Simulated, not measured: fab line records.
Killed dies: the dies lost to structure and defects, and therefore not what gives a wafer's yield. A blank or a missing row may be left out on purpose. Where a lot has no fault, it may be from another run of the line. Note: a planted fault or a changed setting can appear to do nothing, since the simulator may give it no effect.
Which tool is to blame? ; flow n5-finfet ; 26 wafers from 10 lots sampled at 5 of the route's 1938 steps

== WHAT THE GAUGES READ, wafer by wafer ==
N5_BEOL_M4_RC_MEAS_101.
lot;measured;on;DIBL_N (mV/V)
L199;day 8 11:25;prober-01;36.9 35.2
L201;day 8 15:29;prober-01;40.4 39.9 40.9
L204;day 9 12:21;prober-02;34.6 39.8 39.2
L207;day 10 04:59;prober-01;38.0 36.7
L211;day 11 03:41;prober-01;35.0 38.2 40.1
L213;day 11 21:37;prober-02;37.3 37.3
L214;day 11 16:27;prober-01;34.3 34.6
L218;day 13 07:01;prober-02;35.8 35.3 33.0
L219;day 13 03:17;prober-02;36.4 34.7 36.7
L221;day 13 22:28;prober-02;39.1 33.5 38.9

== TOOL THAT RAN EACH LOT (tool first, then ch and the chambers of the sampled wafers, then the start) ==
lot;N5_DUMMY_GATE_ETCH_23;N5_DUMMY_GATE_STRIP_48;N5_SD_EPI_N_ETCHBACK_44;N5_SD_EPI_N_SD_RECESS_17
L199;rie-si-03 ch 0,2, day 3 05:19;rie-diel-04 ch 1,3, day 3 05:41;rie-diel-02 ch 0,3, day 3 07:23;rie-si-05 ch 1,3, day 3 07:39
L201;rie-si-01 ch 1,2,3, day 3 18:34;rie-diel-04 ch 0,1,3, day 3 18:50;rie-diel-02 ch 2,3, day 3 20:32;rie-si-04 ch 0,1,2, day 3 20:48
L204;rie-si-03 ch 2,3, day 4 10:26;rie-diel-06 ch 0,1,2, day 4 10:43;rie-diel-03 ch 2,3, day 4 12:43;rie-si-04 ch 0,2,3, day 4 12:59
L207;rie-si-06 ch 1, day 5 05:29;rie-diel-05 ch 2,3, day 5 05:53;rie-diel-02 ch 1,3, day 5 07:31;rie-si-04 ch 0,3, day 5 07:46
L211;rie-si-01 ch 2,3, day 6 06:16;rie-diel-06 ch 0,1,3, day 6 06:33;rie-diel-02 ch 0,3, day 6 08:07;rie-si-04 ch 0,2,3, day 6 08:23
L213;rie-si-01 ch 1,2, day 6 18:05;rie-diel-05 ch 0,1, day 6 18:21;rie-diel-02 ch 1,2, day 6 20:02;rie-si-02 ch 0,2, day 6 20:19
L214;rie-si-03 ch 3, day 6 22:02;rie-diel-06 ch 1,2, day 6 22:18;rie-diel-02 ch 0,2, day 7 00:32;rie-si-02 ch 2,3, day 7 00:49
L218;rie-si-03 ch 0,2,3, day 7 22:55;rie-diel-05 ch 1, day 7 23:11;rie-diel-03 ch 0,1,3, day 8 01:42;rie-si-02 ch 0,1,3, day 8 01:58
L219;rie-si-06 ch 2,3, day 8 08:08;rie-diel-05 ch 0,3, day 8 08:24;rie-diel-01 ch 0,1,2, day 8 11:08;rie-si-04 ch 2,3, day 8 11:25
L221;rie-si-06 ch 1,2,3, day 8 16:52;rie-diel-04 ch 1,2,3, day 8 17:13;rie-diel-01 ch 0,1,3, day 8 20:37;rie-si-04 ch 0,1,2, day 8 20:53
- N5_DUMMY_GATE_ETCH_23: etches poly-Si in HBr/Cl2/O2, target depth 41 nm, time 22.3 s.
- N5_DUMMY_GATE_STRIP_48: strips in N2/H2, time 20 s.
- N5_SD_EPI_N_ETCHBACK_44: etches SiNx in CH3F/O2, stops on SiO2, target depth 14.5 nm.
- N5_SD_EPI_N_SD_RECESS_17: chemistry HBr/Cl2/O2, target depth 41 nm, time 23.7 s, bt time 3 s.

== THE ANSWER, worked out from the rows above alone ==
Rule: the lots themselves supply what counts as usual. The widest of any qualifying gaps counts: lots, ordered by their means at a reading, are off when they make up no more than a third of the lots, leave a main group of 4 or more, and stand apart from it by 3 or more times the standard deviation of that group's means. If all means in a main group match to the digits the tables above print for the reading, that group is not used. A lot without any number at a reading at which 4 lots or more have one is off too. Where the step has rows for the other lots, those lots are counted as sound.
Nothing can be told from this: no lot is off at any reading shown.

== WHAT THE SIMULATOR HAD INSERTED ==
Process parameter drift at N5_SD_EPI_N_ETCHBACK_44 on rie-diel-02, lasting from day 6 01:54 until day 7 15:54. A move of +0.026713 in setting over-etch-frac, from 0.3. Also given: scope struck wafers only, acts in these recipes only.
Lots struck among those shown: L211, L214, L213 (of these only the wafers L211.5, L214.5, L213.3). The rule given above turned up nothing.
